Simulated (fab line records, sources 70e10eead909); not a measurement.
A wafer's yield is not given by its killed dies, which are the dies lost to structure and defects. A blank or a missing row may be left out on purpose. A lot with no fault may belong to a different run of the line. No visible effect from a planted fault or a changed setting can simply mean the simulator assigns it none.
A lot that was struck, set against a sound lot | flow nand-harc | 14 out of 1302 route steps
Sound: these wafers, L917.2, L917.3, L917.5. The struck wafers were L915.1, L915.3, L915.4. The cause comes at the end.
For every step that has rows: the tool of each side, followed by ch and its chambers, followed by its first start. Under that, the readings that differ: sound wafers | struck wafers | difference of the means | sigmas: that difference in standard deviations of wafers without a fault.
alike: same words and numbers on both sides, and readings whose means sit less than 2 such deviations apart. not compared: any withheld reading, any reading some wafer has no value for, any bound like >300 that may hide the same value, and any number with overlapping values for which the record gives no deviation.
A row with sigmas, a row that says differs or no value, or rows on one side alone: a step with any of these is where the two part. Numbers that have no deviation but don't overlap get no sigmas and don't part them. A reading missing from all wafers of one side parts the sides only when that side holds two or more wafers.

NHARC_P_BONDPAD_CD_MEAS_09 targets a cd of 500 nm.
  sound on cd-sem-02 ch 0, day 13 21:28; struck on cd-sem-01 ch 0, day 13 10:58
  alike: cd-nm
NHARC_P_BONDPAD_OVL_MEAS_38:
  sound on overlay-01, day 13 21:34; struck on overlay-02, day 13 11:03
  alike: overlay-x-nm, overlay-y-nm
then, 2 steps without rows for these wafers: NHARC_P_BONDPAD_HARDBAKE_10 (time 65 s); NHARC_P_BONDPAD_DESCUM_11 (chemistry O2, time 3 s).
NHARC_P_BONDPAD_ETCH_37: etches the open film in N2/H2, target depth 60 nm, overetch 18 nm, time 65.91 s.
  sound on rie-diel-02 ch 0,1,3, day 13 21:47; struck on rie-diel-04 ch 0,1,3, day 13 11:16
  alike: drypump-motor-current-A, oes-product-au, rf-vpp-V, showerhead-plenum-p-Torr, throttle-valve-pct
  not compared: rf-hours-counter-h
NHARC_P_BONDPAD_ETCH_12: etches the open film in CHF3/O2, target depth 200 nm, time 100 s.
  sound: rie-diel-02 ch 2,3; struck: rie-diel-04 ch 1,2,3
  alike: drypump-motor-current-A, oes-product-au, rf-vpp-V, showerhead-plenum-p-Torr, throttle-valve-pct
  not compared: rf-hours-counter-h
NHARC_P_BONDPAD_CD_MEAS_13:
  sound on cd-sem-01, day 13 22:00; struck on cd-sem-01, day 13 11:29
  alike: cd-nm
NHARC_P_BONDPAD_STRIP_15: strips in O2.
  sound on rie-diel-02 ch 1,2,3, day 13 22:04; struck on rie-diel-12 ch 0,1,3, day 13 11:34
  alike: drypump-motor-current-A, oes-product-au, rf-vpp-V, showerhead-plenum-p-Torr, throttle-valve-pct
  not compared: rf-hours-counter-h
then, 2 steps without rows for these wafers: NHARC_P_BONDPAD_ETCH_24 (etches the open film in CF4/N2, target depth 30 nm, time 72.99 s); NHARC_P_BONDPAD_STRIP_16 (strips in post etch residue remover, time 600 s).
NHARC_P_BONDPAD_DEGAS_25: time 60 s.
  sound on pvd-sputter-02, day 13 22:37; struck on pvd-sputter-02, day 13 12:07
  alike: heater-power-w
then, 1 step without rows for these wafers: NHARC_P_BONDPAD_PRE_CLEAN_26 (time 30 s).
NHARC_P_BONDPAD_PVD_17: deposits TaN, target thk 5 nm, time 8.06 s.
  sound on pvd-sputter-02, day 13 22:44; struck on pvd-sputter-02, day 13 12:13
  no value came back on the struck wafers for bias-v (V), cathode-dc-power-W (W), substrate-temp-c (C), throttle-valve-pct (%); on the sound wafers bias-v (V) reads 166.8 170.1 171.5
NHARC_P_BONDPAD_PVD_27: deposits Cu, target thk 30 nm, time 20.49 s.
  sound on pvd-sputter-02; struck on pvd-sputter-02
  alike: cathode-dc-power-W, chamber-pressure-pa, substrate-temp-c, throttle-valve-pct

WHERE THEY PART
At NHARC_P_BONDPAD_PVD_17 and nowhere else, as far as this record goes. Later steps at which nothing parts them and some readings are alike: NHARC_P_BONDPAD_PVD_27.

WHY: what the simulator had put in
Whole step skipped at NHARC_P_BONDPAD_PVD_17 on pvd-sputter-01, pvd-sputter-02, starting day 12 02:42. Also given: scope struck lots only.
